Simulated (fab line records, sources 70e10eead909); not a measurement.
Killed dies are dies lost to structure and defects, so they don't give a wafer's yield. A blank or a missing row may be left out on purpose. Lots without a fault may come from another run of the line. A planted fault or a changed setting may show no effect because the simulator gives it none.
Chamber matching | flow nand_harc | NHARC_A_STAIRCASE_ETCH_292 on rie_diel-13: 4 sister chambers
The step etches the open film in CF4/CHF3. 4 wafers are shown with their chamber, then 7 later ones without.

WAFERS WITH THEIR CHAMBER
wafer  | chamber | showerhead_plenum_p_Torr (Torr)
L076.6 | 1       | 1.63
L084.3 | 0       | 1.62
L090.6 | 3       | 1.68
L091.2 | 2       | 1.62

WAFERS WITHOUT THEIR CHAMBER
wafer  | showerhead_plenum_p_Torr (Torr)
L091.4 | 1.69
L091.5 | 1.68
L094.2 | 1.61
L094.4 | 1.68
L094.5 | 1.68
L095.1 | 1.61
L095.2 | 1.61

WHICH CHAMBER EACH WENT THROUGH
wafer  | from the rows above          | in truth
L091.4 | 3                            | 3
L091.5 | 3                            | 3
L094.2 | can't be placed: 0 or 2 or 1 | 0
L094.4 | 3                            | 3
L094.5 | 3                            | 3
L095.1 | can't be placed: 0 or 2 or 1 | 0
L095.2 | can't be placed: 0 or 2 or 1 | 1
Placed correctly: 4 of 7. Can't be placed from these rows: 3 (the true chamber is among the candidates in 3). Placed wrongly: 0.
How it was worked out, from the rows above alone: a wafer's distance from a chamber is the root of the sum, over the readings, of the square of ((its reading less the chamber's mean) divided by the reading's scatter). The wafer belongs to the nearest chamber; if the next one is less than 2 further off, it can't be placed. A chamber's mean is the mean of its shown wafers. The scatter: with one shown wafer a chamber, the root of the mean of the squares of how far each hidden wafer lies from its nearest shown one.
